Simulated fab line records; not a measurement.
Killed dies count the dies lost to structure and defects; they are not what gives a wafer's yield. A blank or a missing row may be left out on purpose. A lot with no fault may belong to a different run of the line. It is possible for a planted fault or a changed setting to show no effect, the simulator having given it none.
fab line records	flow n5_finfet
[record] lots = 7	wafers = 21
route steps=1938 shown ZERO_LAYER@4 PMOS_HMC_CHANNEL_EPI@57 FIN_SAQP@109 DUMMY_GATE@215 SD_EPI_N@268 HKMG_FIN@413
start_h: hours from the record's opening day to when the first of the lot's shown wafers began	wait_h: hours since the lot's step before	" unchanged from the row above	L1.1+2: one row covering several wafers at once	- no value, or no start was given	* or withheld: withheld	< > ~ a bound
route shown NAME@n: a module of which the file shows steps, and the number in the route of the first	usual: the fault-free wafers' mean and standard deviation	same: alike in all rows	chamber/n: place in a boat	sites: the reading at each site	_std_site: how widely they spread, as a standard deviation	_edge_site: the outer-site mean with the inner-site mean subtracted	radius_mm: for every site, how far away it sits from the centre of the wafer	mask NAME#n: copy n	behind: the last tool/chamber to shape the wafer	hold: the reason the lot was held/the length of the hold in hours/how it ended	device: names the non-switching transistor (n, p or np)	end of line: the route-end tests of the same wafers	where a step has no rows: the recipe by itself	killed: the dies lost at the first sort to structure and to defects; this is not the yield of the wafer	map: a wafer's dies, x killed, . not, _ none there
set.NAME: the setting that was run; set.NAME@STEP: the one run at that earlier step	model.NAME: the simulator's own value behind a step, which no gauge read
lots with deliberately changed settings; one table per step, one row per wafer
[[steps]]
[step N5_ZERO_LAYER_PECVD_02]
[recipe] material = SiO2	target_thk_a = 100	temp_c = 400	precursor = SiH4/N2O	pressure_torr = 0.75	rf_w = 275	time_s = 6
lot.wafer	tool	chamber	start_h	wait_h	set.time_s	model.SiO2_of_ZERO_LAYER_PECVD_02.thk_nm
L075.3	pecvd-03	2	18.31	0.1	6	10.19
L075.4	"	0	"	"	6	10.31
L075.5	"	2	"	"	6	10.04
L077.2	pecvd-03	0	30.28	0.0	6	10.14
L077.3	"	1	"	"	6	10.02
L077.5	"	0	"	"	6	10.18
L081.1	pecvd-04	2	54.29	0.0	6	10.14
L081.2	"	1	"	"	6	10.25
L081.3	"	0	"	"	6.394	10.73
L082.1	pecvd-01	0	60.29	0.0	6.816	11.18
L082.4	"	0	"	"	6	9.857
L082.5	"	2	"	"	6	10.02
L084.4	pecvd-03	2	72.31	0.1	6	10.18
L084.5	"	1	"	"	6.454	11.01
L084.6	"	0	"	"	6.454	10.99
L090.1	pecvd-03	1	108.28	0.0	6	10.3
L090.3	"	0	"	"	6	9.996
L090.4	"	2	"	"	6	10.01
L093.2	pecvd-03	1	126.30	0.0	6.578	11
L093.4	"	2	"	"	6.578	10.83
L093.5	"	0	"	"	6	10.1
[step N5_PMOS_HMC_CHANNEL_EPI_HM_DEP_34]
[recipe] material = SiO2	target_thk_a = 360	temp_c = 400	precursor = TEOS/O2	pressure_torr = 6.5	rf_w = 900	teos_flow_sccm = 161.4	gas = O2	flow_sccm = 2650	time_s = 6.9
lot.wafer	tool	chamber	start_h	wait_h	set.time_s	model.SiO2_of_PMOS_HMC_CHANNEL_EPI_HM_DEP_34.thk_nm
L075.3	pecvd-03	2	23.69	0.0	6.9	36.2
L075.4	"	0	"	"	6.079	32.18
L075.5	"	0	"	"	6.9	36.46
L077.2	pecvd-03	0	36.12	0.0	7.357	37.72
L077.3	"	2	"	"	6.9	35.58
L077.5	"	0	"	"	6.9	36.29
L081.1	pecvd-04	2	59.07	0.0	6.9	35.73
L081.2	"	0	"	"	6.9	34.56
L081.3	"	1	"	"	7.38	37.97
L082.1	pecvd-03	2	64.85	0.0	6.9	35.13
L082.4	"	1	"	"	5.974	31.61
L082.5	"	2	"	"	6.9	35.81
L084.4	pecvd-04	2	76.57	0.0	6.27	32.73
L084.5	"	1	"	"	6.27	32.35
L084.6	"	0	"	"	6.9	34.72
L090.1	pecvd-03	1	113.01	0.0	6.9	36.58
L090.3	"	0	"	"	6.9	35.95
L090.4	"	0	"	"	6.9	36.78
L093.2	pecvd-02	1	130.87	0.0	7.794	40.25
L093.4	"	2	"	"	7.794	40.03
L093.5	"	0	"	"	6.9	36.13
[step N5_PMOS_HMC_CHANNEL_EPI_PEB_07]
[recipe] peb_temp_c = 110	peb_time_s = 60	resist = CAR-ArF-block
lot.wafer	tool	chamber	start_h	wait_h	set.peb_time_s
L075.3+4+5	litho_track-02	0	24.03	0.0	60
L077.2+3+5	litho_track-04	0	36.46	0.0	47.89
L081.1+3	litho_track-04	0	59.41	0.1	60
L081.2	"	0	"	"	72.31
L082.1	litho_track-03	0	65.18	0.1	60
L082.4+5	"	0	"	"	56.02
L084.4	litho_track-02	0	76.89	0.0	60
L084.5+6	"	0	"	"	49.92
L090.1+3+4	litho_track-03	0	113.23	0.1	60
L093.2+5	litho_track-02	0	131.21	0.0	60
L093.4	"	0	"	"	48.39
[step N5_PMOS_HMC_CHANNEL_EPI_DEVELOP_08]
[recipe] develop_time_s = 30	developer = TMAH	resist = CAR-ArF-block	dev_temp_c = 23	rinse_liquid = diw	dry = air_spin
[step N5_PMOS_HMC_CHANNEL_EPI_CD_MEAS_09]
[recipe] target_cd_nm = 237.4	landing_energy_ev = 500	detector = se_inlens
[usual] cd_nm = 237.0/1.1
lot.wafer	tool	chamber	start_h	wait_h	set.peb_time_s@PMOS_HMC_CHANNEL_EPI_PEB_07	cd_nm
L075.3	cd_sem-01	0	24.10	-	60	234.5
L075.4	"	0	"	"	60	236.5
L075.5	"	0	"	"	60	235.6
L077.2	cd_sem-01	0	36.53	-	47.89	227.7
L077.3	"	0	"	"	47.89	228.6
L077.5	"	0	"	"	47.89	227.3
L081.1	cd_sem-02	0	59.47	-	60	238.2
L081.2	"	0	"	"	72.31	245.3
L081.3	"	0	"	"	60	236.6
L082.1	cd_sem-01	0	65.25	-	60	236.0
L082.4	"	0	"	"	56.02	233.2
L082.5	"	0	"	"	56.02	234.4
L084.4	cd_sem-01	0	76.96	-	60	235.1
L084.5	"	0	"	"	49.92	228.2
L084.6	"	0	"	"	49.92	228.1
L090.1	cd_sem-01	0	113.29	-	60	237.3
L090.3	"	0	"	"	60	237.5
L090.4	"	0	"	"	60	238.1
L093.2	cd_sem-03	0	131.27	-	60	236.4
L093.4	"	0	"	"	48.39	227.7
L093.5	"	0	"	"	60	237.9
[step N5_PMOS_HMC_CHANNEL_EPI_DESCUM_14]
[recipe] chemistry = O2	time_s = 7.9	source_power_w = 50	bias_power_w = 20	pressure_mtorr = 20	rf_frequency_hz = 2.712e+07	temp_c = 40	resist = CAR-ArF-block	o2_flow_sccm = 225
lot.wafer	tool	chamber	start_h	wait_h	set.peb_time_s@PMOS_HMC_CHANNEL_EPI_PEB_07	model.PMOS_HMC_CHANNEL_EPI.cd_nm
L075.3	rie_diel-04	0	24.28	0.1	60	234.2
L075.4	"	3	"	"	60	236.3
L075.5	"	2	"	"	60	235.5
L077.2	rie_diel-06	0	36.66	0.1	47.89	227.6
L077.3	"	2	"	"	47.89	228.8
L077.5	"	0	"	"	47.89	226.9
L081.1	rie_diel-06	1	59.56	0.0	60	237.7
L081.2	"	3	"	"	72.31	245.1
L081.3	"	0	"	"	60	236.4
L082.1	rie_diel-02	3	65.34	0.0	60	235.6
L082.4	"	2	"	"	56.02	232.8
L082.5	"	3	"	"	56.02	234.2
L084.4	rie_diel-02	1	77.05	0.0	60	235.2
L084.5	"	3	"	"	49.92	227.8
L084.6	"	2	"	"	49.92	227.6
L090.1	rie_diel-06	3	113.38	0.0	60	237.3
L090.3	"	0	"	"	60	237.2
L090.4	"	2	"	"	60	238.2
L093.2	rie_diel-02	3	131.66	0.3	60	236
L093.4	"	1	"	"	48.39	227.9
L093.5	"	3	"	"	60	237.3
[step N5_PMOS_HMC_CHANNEL_EPI_ETCH_32]
[recipe] chemistry = N2/H2	target = BARC	stop_on = SiO2	target_depth_a = 858	over_etch_frac = 0.3	time_s = 50.3	ion_energy_ev = 200	mask_material = CAR-ArF-block	pressure_mtorr = 30	source_w = 840	bias_w = 150	n2_flow_sccm = 200	h2_flow_sccm = 200
[step N5_PMOS_HMC_CHANNEL_EPI_HM_OPEN_15]
[recipe] chemistry = CHF3/O2	target = SiO2	mask_material = CAR-ArF-block	target_depth_a = 406	CHF3_flow_sccm = 50	O2_flow_sccm = 5	Ar_flow_sccm = 200	time_s = 20.3	pressure_mtorr = 30	source_w = 650	bias_w = 170	ion_energy_ev = 200
[step N5_PMOS_HMC_CHANNEL_EPI_STRIP_17]
[recipe] chemistry = SPM	time_s = 750	temp_c = 130	h2so4_h2o2_vol_ratio = 4	dry = ipa_marangoni
[step N5_PMOS_HMC_CHANNEL_EPI_ETCH_38]
[recipe] chemistry = CF4	target = SiO2	target_depth_a = 15	ion_energy_ev = 350	pressure_mtorr = 10	icp_w = 800	bias_w = 400	cf4_flow_sccm = 80
[step N5_PMOS_HMC_CHANNEL_EPI_FIN_RECESS_16]
[recipe] chemistry = HBr/Cl2	target = Si	mask_material = SiO2	target_depth_a = 540	time_s = 18	pressure_mtorr = 10	icp_w = 800	bias_w = 75	HBr_flow_sccm = 150	Cl2_flow_sccm = 80
lot.wafer	tool	chamber	start_h	wait_h	set.time_s@PMOS_HMC_CHANNEL_EPI_HM_DEP_34	set.peb_time_s@PMOS_HMC_CHANNEL_EPI_PEB_07	model.PMOS_HMC_CHANNEL_EPI.cd_nm	model.SiO2_of_PMOS_HMC_CHANNEL_EPI_HM_DEP_34.thk_nm
L075.3	rie_si-02	0	24.74	0.0	6.9	60	234.8	30.27
L075.4	"	1	"	"	6.079	60	237.7	26.45
L075.5	"	3	"	"	6.9	60	237.4	30.41
L077.2	rie_si-01	3	37.12	0.0	7.357	47.89	229.3	32.17
L077.3	"	0	"	"	6.9	47.89	230.9	30.08
L077.5	"	3	"	"	6.9	47.89	228.4	30.73
L081.1	rie_si-02	1	60.23	0.0	6.9	60	240.2	29.93
L081.2	"	3	"	"	6.9	72.31	246.1	28.42
L081.3	"	2	"	"	7.38	60	238.3	32.24
L082.1	rie_si-06	0	65.80	0.0	6.9	60	238.4	29.43
L082.4	"	1	"	"	5.974	56.02	236.2	26.09
L082.5	"	2	"	"	6.9	56.02	237.1	30.12
L084.4	rie_si-02	3	77.51	0.0	6.27	60	236.8	26.62
L084.5	"	2	"	"	6.27	49.92	230.7	26.61
L084.6	"	3	"	"	6.9	49.92	230.2	28.61
L090.1	rie_si-06	1	113.84	0.0	6.9	60	238.5	31
L090.3	"	0	"	"	6.9	60	239.3	30.22
L090.4	"	2	"	"	6.9	60	242.7	31
L093.2	rie_si-06	0	132.12	0.0	7.794	60	239.3	34.64
L093.4	"	1	"	"	7.794	48.39	228.8	34.54
L093.5	"	1	"	"	6.9	60	239.6	30.63
[step N5_FIN_SAQP_PEB_14]
[recipe] peb_temp_c = withheld	peb_time_s = 60	resist = CAR-ArF
lot.wafer	tool	chamber	start_h	wait_h	set.peb_time_s
L075.3+4+5	litho_track-05	0	28.76	0.0	60
L077.2+5	litho_track-02	0	41.34	0.0	60
L077.3	"	0	"	"	66.64
L081.1+2	litho_track-01	0	65.87	0.1	65.89
L081.3	"	0	"	"	60
L082.1+4+5	litho_track-02	0	69.93	0.1	60
L084.4+5	litho_track-02	0	81.86	0.0	60
L084.6	"	0	"	"	70.13
L090.1+3+4	litho_track-01	0	117.42	0.1	60
L093.2	litho_track-01	0	136.26	0.0	70.95
L093.4+5	"	0	"	"	60
[step N5_FIN_SAQP_DEVELOP_15]
[recipe] develop_time_s = 30	developer = TMAH	resist = CAR-ArF	dev_temp_c = 23	rinse_liquid = diw	dry = air_spin
[step N5_FIN_SAQP_CD_MEAS_16]
[recipe] target_cd_nm = 35.6	landing_energy_ev = 500	detector = se_inlens
[usual] cd_nm = 35.8/0.38
lot.wafer	tool	chamber	start_h	wait_h	set.peb_time_s@FIN_SAQP_PEB_14	cd_nm
L075.3	cd_sem-03	0	28.83	-	60	35.6
L075.4	"	0	"	"	60	35.8
L075.5	"	0	"	"	60	35.7
L077.2	cd_sem-01	0	41.41	-	60	36.0
L077.3	"	0	"	"	66.64	34.5
L077.5	"	0	"	"	60	35.6
L081.1	cd_sem-03	0	65.94	-	65.89	34.6
L081.2	"	0	"	"	65.89	34.8
L081.3	"	0	"	"	60	35.8
L082.1	cd_sem-03	0	70.00	-	60	35.5
L082.4	"	0	"	"	60	36.2
L082.5	"	0	"	"	60	36.2
L084.4	cd_sem-03	0	81.93	-	60	35.3
L084.5	"	0	"	"	60	35.9
L084.6	"	0	"	"	70.13	33.9
L090.1	cd_sem-02	0	117.48	-	60	35.6
L090.3	"	0	"	"	60	36.7
L090.4	"	0	"	"	60	35.6
L093.2	cd_sem-03	0	136.33	-	70.95	32.9
L093.4	"	0	"	"	60	36.3
L093.5	"	0	"	"	60	35.4
[step N5_DUMMY_GATE_CVD_03]
[recipe] material = a-Si	target_thk_a = 1500	temp_c = 530	precursor = SiH4	time_s = 8042
lot.wafer	tool	chamber	start_h	wait_h	set.temp_c	model.a-Si_of_DUMMY_GATE_CVD_03.thk_nm
L075.3	-	-	-	0.1	521.2	115.6
L075.4	"	-	"	"	521.2	116.2
L075.5	"	-	"	"	521.2	116.6
L077.2	-	-	-	0.1	506.7	76.2
L077.3	"	-	"	"	506.7	74.4
L077.5	"	-	"	"	506.7	75
L081.1	-	-	-	0.1	530	152.4
L081.2	"	-	"	"	530	153.2
L081.3	"	-	"	"	530	153
L082.1	-	-	-	0.1	530	151
L082.4	"	-	"	"	530	149.8
L082.5	"	-	"	"	530	149.4
L084.4	-	-	-	0.1	530	150.4
L084.5	"	-	"	"	530	149.6
L084.6	"	-	"	"	530	150.2
L090.1	lpcvd-01	1/15	132.39	0.1	530	151.8
L090.3	"	1/25	"	"	530	152.4
L090.4	"	1/29	"	"	530	151.6
L093.2	-	-	-	0.1	530	149.6
L093.4+5	"	-	"	"	530	149.4
[step N5_DUMMY_GATE_COAT_28]
[recipe] resist = underlayer	temp_c = 205	time_s = 60	spin_rpm = 1500	resist_thk_nm = 10
lot.wafer	tool	chamber	start_h	wait_h	set.spin_rpm	model.underlayer_of_DUMMY_GATE_COAT_28.thk_nm
L075.3+4	litho_track-02	0	-	-	1632	9.6
L075.5	"	0	"	"	1500	10
L077.2+3+5	litho_track-02	0	-	-	1500	10
L081.1+2	litho_track-04	0	-	-	1386	10.4
L081.3	"	0	"	"	1500	10
L082.1+4+5	litho_track-01	0	-	-	1500	10
L084.4+5+6	litho_track-02	0	-	-	1500	10
L090.1+3+4	litho_track-01	0	-	-	1500	10
L093.2+4	litho_track-01	0	-	-	1500	10
L093.5	"	0	"	"	1666	9.4
[step N5_SD_EPI_N_PEB_07]
[recipe] peb_temp_c = 110	peb_time_s = 60	resist = CAR-ArF-block
lot.wafer	tool	chamber	start_h	wait_h	set.peb_time_s
L075.3+5	litho_track-03	0	55.28	0.0	60
L075.4	"	0	"	"	67.61
L077.2+3	litho_track-03	0	70.18	0.0	53.49
L077.5	"	0	"	"	60
L081.1+3	litho_track-01	0	92.31	0.1	66.12
L081.2	"	0	"	"	60
L082.1+5	litho_track-03	0	98.09	0.1	70.61
L082.4	"	0	"	"	60
L084.4+5+6	litho_track-03	0	109.07	0.0	60
L090.1+3+4	litho_track-05	0	143.38	0.1	60
L093.2+5	litho_track-03	0	163.92	0.0	48.09
L093.4	"	0	"	"	60
[step N5_SD_EPI_N_DEVELOP_08]
[recipe] develop_time_s = 30	developer = TMAH	resist = CAR-ArF-block	dev_temp_c = 23	rinse_liquid = diw	dry = air_spin
[step N5_SD_EPI_N_CD_MEAS_09]
[recipe] target_cd_nm = 120	landing_energy_ev = 500	detector = se_inlens
[usual] cd_nm = 120.1/0.73
lot.wafer	tool	chamber	start_h	wait_h	set.peb_time_s@SD_EPI_N_PEB_07	cd_nm
L075.3	cd_sem-02	0	55.34	-	60	120.9
L075.4	"	0	"	"	67.61	123.8
L075.5	"	0	"	"	60	120.9
L077.2	cd_sem-02	0	70.25	-	53.49	115.6
L077.3	"	0	"	"	53.49	115.1
L077.5	"	0	"	"	60	119.5
L081.1	cd_sem-03	0	92.38	-	66.12	123.7
L081.2	"	0	"	"	60	120.4
L081.3	"	0	"	"	66.12	123.5
L082.1	cd_sem-03	0	98.16	-	70.61	126.2
L082.4	"	0	"	"	60	121.6
L082.5	"	0	"	"	70.61	126.7
L084.4	cd_sem-01	0	109.14	-	60	120.6
L084.5	"	0	"	"	60	120.3
L084.6	"	0	"	"	60	120.9
L090.1	cd_sem-01	0	143.44	-	60	118.7
L090.3	"	0	"	"	60	119.1
L090.4	"	0	"	"	60	119.9
L093.2	cd_sem-02	0	163.98	-	48.09	112.9
L093.4	"	0	"	"	60	120.8
L093.5	"	0	"	"	48.09	111.9
[step N5_SD_EPI_N_DESCUM_14]
[recipe] chemistry = O2	time_s = 7.9	source_power_w = 50	bias_power_w = 20	pressure_mtorr = 20	rf_frequency_hz = 2.712e+07	temp_c = 40	resist = CAR-ArF-block	o2_flow_sccm = 225
lot.wafer	tool	chamber	start_h	wait_h	set.peb_time_s@SD_EPI_N_PEB_07	model.SD_EPI_N.cd_nm
L075.3	rie_diel-05	2	55.76	0.3	60	121
L075.4	"	3	"	"	67.61	123.8
L075.5	"	0	"	"	60	120.8
L077.2	rie_diel-03	1	70.33	0.0	53.49	115.2
L077.3	"	3	"	"	53.49	114.8
L077.5	"	1	"	"	60	119.4
L081.1	rie_diel-03	0	92.47	0.0	66.12	123.8
L081.2	"	3	"	"	60	120
L081.3	"	1	"	"	66.12	123.4
L082.1	rie_diel-05	3	98.47	0.3	70.61	126.2
L082.4	"	1	"	"	60	121.4
L082.5	"	2	"	"	70.61	126.8
L084.4	rie_diel-03	0	109.25	0.1	60	120.8
L084.5	"	3	"	"	60	120.2
L084.6	"	2	"	"	60	120.4
L090.1	rie_diel-03	0	143.53	0.0	60	118.8
L090.3	"	3	"	"	60	119.4
L090.4	"	1	"	"	60	119.8
L093.2	rie_diel-03	3	164.07	0.0	48.09	112.6
L093.4	"	1	"	"	60	120.8
L093.5	"	0	"	"	48.09	111.6
[step N5_SD_EPI_N_ETCH_34]
[recipe] chemistry = CF4	target = SiARC	target_depth_a = 455	mask_material = CAR-ArF-block	time_s = 75.8	ion_energy_ev = 80	pressure_mtorr = 40	source_w = 545	bias_w = 36	Ar_flow_sccm = 100	cf4_flow_sccm = 100	ends = cleared
[step N5_SD_EPI_N_ETCH_35]
[recipe] chemistry = N2/H2	target = SOC	overetch_a = 1080	mask_material = SiARC	temp_c = 40	ion_energy_ev = 100	source_w = 3000	bias_w = 133	pressure_mtorr = 20	time_s = 486	n2_flow_sccm = 200	h2_flow_sccm = 200
lot.wafer	tool	chamber	start_h	wait_h	set.peb_time_s@SD_EPI_N_PEB_07	model.SD_EPI_N.cd_nm
L075.3	rie_diel-05	2	55.85	0.0	60	121.4
L075.4	"	3	"	"	67.61	127
L075.5	"	0	"	"	60	120
L077.2	rie_diel-03	1	70.43	0.0	53.49	116.8
L077.3	"	3	"	"	53.49	114.4
L077.5	"	1	"	"	60	119.8
L081.1	rie_diel-03	0	92.56	0.0	66.12	123.8
L081.2	"	3	"	"	60	120
L081.3	"	1	"	"	66.12	125
L082.1	rie_diel-05	3	98.56	0.0	70.61	128.6
L082.4	"	1	"	"	60	121.4
L082.5	"	2	"	"	70.61	127.4
L084.4	rie_diel-03	0	109.48	0.2	60	120.2
L084.5	"	3	"	"	60	119.6
L084.6	"	2	"	"	60	120.6
L090.1	rie_diel-03	0	143.62	0.0	60	118.6
L090.3	"	3	"	"	60	118.8
L090.4	"	1	"	"	60	122.6
L093.2	rie_diel-03	3	164.16	0.0	48.09	111.8
L093.4	"	1	"	"	60	123.2
L093.5	"	0	"	"	48.09	110.2
[step N5_SD_EPI_N_STRIP_36]
[recipe] chemistry = N2/H2	temp_c = 40	n2_flow_sccm = 200	h2_flow_sccm = 200	rf_frequency_hz = 6e+07
[step N5_SD_EPI_N_ETCHBACK_44]
[recipe] chemistry = CH3F/O2	mode = anisotropic_etchback	target = SiNx	target_depth_a = 145	stop_on = SiO2	over_etch_frac = 0.3	ion_energy_ev = 120	pressure_mtorr = 30	source_w = 395	bias_w = 73	Ar_flow_sccm = 150	CH3F_flow_sccm = 30	O2_flow_sccm = 20
lot.wafer	tool	chamber	start_h	wait_h	set.peb_time_s@SD_EPI_N_PEB_07	model.SD_EPI_N.cd_nm
L075.3	rie_diel-05	2	56.17	0.0	60	121.4
L075.4	"	3	"	"	67.61	126.8
L075.5	"	0	"	"	60	120
L077.2	rie_diel-03	1	70.75	0.0	53.49	117
L077.3	"	3	"	"	53.49	114.6
L077.5	"	1	"	"	60	119.8
L081.1	rie_diel-03	0	92.88	0.0	66.12	123.6
L081.2	"	3	"	"	60	120
L081.3	"	1	"	"	66.12	125
L082.1	rie_diel-05	3	98.89	0.0	70.61	128.6
L082.4	"	1	"	"	60	121.4
L082.5	"	2	"	"	70.61	127.4
L084.4	rie_diel-03	0	109.70	0.1	60	120
L084.5	"	3	"	"	60	119.6
L084.6	"	2	"	"	60	120.4
L090.1	rie_diel-03	0	143.95	0.0	60	118.6
L090.3	"	3	"	"	60	119
L090.4	"	1	"	"	60	122.4
L093.2	rie_diel-03	3	164.49	0.0	48.09	111.8
L093.4	"	1	"	"	60	123.2
L093.5	"	0	"	"	48.09	110.2
[step N5_HKMG_FIN_CVD_62]
[recipe] material = a-Si	target_thk_a = 30	temp_c = 500	precursor = Si2H6	pressure_torr = 1	time_s = 20.8
lot.wafer	tool	chamber	start_h	wait_h	set.temp_c	model.a-Si_of_HKMG_FIN_CVD_62.thk_nm
L075.3	thermal_cvd_si-01	2	79.19	0.2	517.3	4.8
L075.4	"	2	"	"	500	2.8
L075.5	"	0	"	"	517.3	5
L077.2	thermal_cvd_si-01	0	94.46	0.2	491.3	2.4
L077.3+5	"	2	"	"	500	2.8
L081.1	thermal_cvd_si-01	1	116.09	0.2	500	3.2
L081.2	"	2	"	"	507.8	3.6
L081.3	"	0	"	"	507.8	3.8
L082.1	thermal_cvd_si-02	0	124.11	0.2	508.1	4.2
L082.4+5	"	1,2	"	"	500	3
L084.4	thermal_cvd_si-02	1	133.22	0.2	522.3	5.6
L084.5	"	2	"	"	500	2.8
L084.6	"	0	"	"	522.3	5.8
L090.1	thermal_cvd_si-02	0	170.37	0.2	500	3
L090.3+4	"	1	"	"	500	2.8
L093.2+5	thermal_cvd_si-01	2,0	189.09	0.2	500	3
L093.4	"	1	"	"	488.7	2.2
[[key]]
[split] step = N5_ZERO_LAYER_PECVD_02	setting = time_s	stated = 6	by = wafer
[response] step = N5_ZERO_LAYER_PECVD_02	reading = model.SiO2_of_ZERO_LAYER_PECVD_02.thk_nm	change = +0.0915	per = 1%	r = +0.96
[split] step = N5_PMOS_HMC_CHANNEL_EPI_HM_DEP_34	setting = time_s	stated = 6.9	by = wafer
[response] step = N5_PMOS_HMC_CHANNEL_EPI_HM_DEP_34	reading = model.SiO2_of_PMOS_HMC_CHANNEL_EPI_HM_DEP_34.thk_nm	change = +0.308	per = 1%	r = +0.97
[response] step = N5_PMOS_HMC_CHANNEL_EPI_FIN_RECESS_16	reading = model.SiO2_of_PMOS_HMC_CHANNEL_EPI_HM_DEP_34.thk_nm	change = +0.298	per = 1%	r = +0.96
[split] step = N5_PMOS_HMC_CHANNEL_EPI_PEB_07	setting = peb_time_s	stated = 60	by = wafer
[response] step = N5_PMOS_HMC_CHANNEL_EPI_CD_MEAS_09	reading = cd_nm	change = +0.425	per = 1%	r = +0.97
[response] step = N5_PMOS_HMC_CHANNEL_EPI_DESCUM_14	reading = model.PMOS_HMC_CHANNEL_EPI.cd_nm	change = +0.423	per = 1%	r = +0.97
[response] step = N5_PMOS_HMC_CHANNEL_EPI_FIN_RECESS_16	reading = model.PMOS_HMC_CHANNEL_EPI.cd_nm	change = +0.415	per = 1%	r = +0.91
[split] step = N5_FIN_SAQP_PEB_14	setting = peb_time_s	stated = 60	by = wafer
[response] step = N5_FIN_SAQP_CD_MEAS_16	reading = cd_nm	change = -0.128	per = 1%	r = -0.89
[split] step = N5_DUMMY_GATE_CVD_03	setting = temp_c	stated = 530	by = lot
[response] step = N5_DUMMY_GATE_CVD_03	reading = model.a-Si_of_DUMMY_GATE_CVD_03.thk_nm	change = +17.5	per = 1%	r = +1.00
[split] step = N5_DUMMY_GATE_COAT_28	setting = spin_rpm	stated = 1500	by = wafer
[response] step = N5_DUMMY_GATE_COAT_28	reading = model.underlayer_of_DUMMY_GATE_COAT_28.thk_nm	change = -0.0512	per = 1%	r = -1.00
[split] step = N5_SD_EPI_N_PEB_07	setting = peb_time_s	stated = 60	by = wafer
[response] step = N5_SD_EPI_N_CD_MEAS_09	reading = cd_nm	change = +0.336	per = 1%	r = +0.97
[response] step = N5_SD_EPI_N_DESCUM_14	reading = model.SD_EPI_N.cd_nm	change = +0.353	per = 1%	r = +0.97
[response] step = N5_SD_EPI_N_ETCH_35	reading = model.SD_EPI_N.cd_nm	change = +0.486	per = 1%	r = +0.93
[response] step = N5_SD_EPI_N_ETCHBACK_44	reading = model.SD_EPI_N.cd_nm	change = +0.481	per = 1%	r = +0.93
[split] step = N5_HKMG_FIN_CVD_62	setting = temp_c	stated = 500	by = wafer
[response] step = N5_HKMG_FIN_CVD_62	reading = model.a-Si_of_HKMG_FIN_CVD_62.thk_nm	change = +0.564	per = 1%	r = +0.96
